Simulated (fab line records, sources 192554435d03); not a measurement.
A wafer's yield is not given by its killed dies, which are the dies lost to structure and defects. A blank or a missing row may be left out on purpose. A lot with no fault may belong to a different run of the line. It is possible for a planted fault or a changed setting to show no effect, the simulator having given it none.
The tool behind it: which one? ; flow n5 finfet ; 6 lots with 18 wafers sampled at 3 steps, on a route of 1938 steps

## WHAT EACH GAUGE READ, for each wafer
N5_MIM_TOP_LITHO_CD_MEAS_08: the cd target is 2000 nm.
lot;measured;on;cd nm (nm)
L150;day 13 00:30;cd sem-01;1999.9 1999.5 1998.7
L151;day 13 16:36;cd sem-01;2000.5 2001.2 2000.5
L155;day 15 01:01;cd sem-03;1996.7 1995.1 1999.1
L166;day 16 21:20;cd sem-01;2002.7 2000.8 2000.8
L168;day 18 14:55;cd sem-01;2001.0 1999.5 2001.4
L170;day 19 10:10;cd sem-02;1997.3 2000.2 1997.9

## WHICH TOOL RAN EACH LOT (tool, then ch and the chambers of the sampled wafers, then the start)
lot;N5_BEOL_M9_HM_OPEN_17;N5_BEOL_M15_SPUTTER_43
L150;rie metal-03 ch 1, day 10 19:44;pvd sputter-02, day 12 18:49
L151;rie metal-01 ch 0,1, day 11 02:34;pvd sputter-01, day 13 06:40
L155;rie metal-01 ch 0,1, day 12 15:43;pvd sputter-02, day 14 19:55
L166;rie metal-03 ch 1, day 14 21:08;pvd sputter-03, day 16 15:05
L168;rie metal-01 ch 0,1, day 16 17:33;pvd sputter-02, day 18 10:04
L170;rie metal-03 ch 0,1, day 17 03:04;pvd sputter-01, day 19 01:41
- N5_BEOL_M9_HM_OPEN_17: chemistry Cl2/BCl3, target TiN, target depth 20 nm, overetch 6 nm.
- N5_BEOL_M15_SPUTTER_43: material TaN, target thk 15 nm, time 24.19 s.

## THE ANSWER, worked out from the rows above alone
Rule: the usual values come from the lots themselves. The widest of any qualifying gaps counts: lots, ordered by their means at a reading, are off when they make up no more than a third of the lots, leave a main group of 4 or more, and stand apart from it by 3 or more times the standard deviation of that group's means. The tables above print the reading to a certain number of digits; a main group whose means all agree to those digits is not used. Also off: a lot with no number at a reading for which 4 or more lots have one. Any other lot the step has rows for is counted as sound.
Across all readings shown, no lot is off: no conclusion can be drawn from this.

## WHAT THE SIMULATOR HAD PUT IN
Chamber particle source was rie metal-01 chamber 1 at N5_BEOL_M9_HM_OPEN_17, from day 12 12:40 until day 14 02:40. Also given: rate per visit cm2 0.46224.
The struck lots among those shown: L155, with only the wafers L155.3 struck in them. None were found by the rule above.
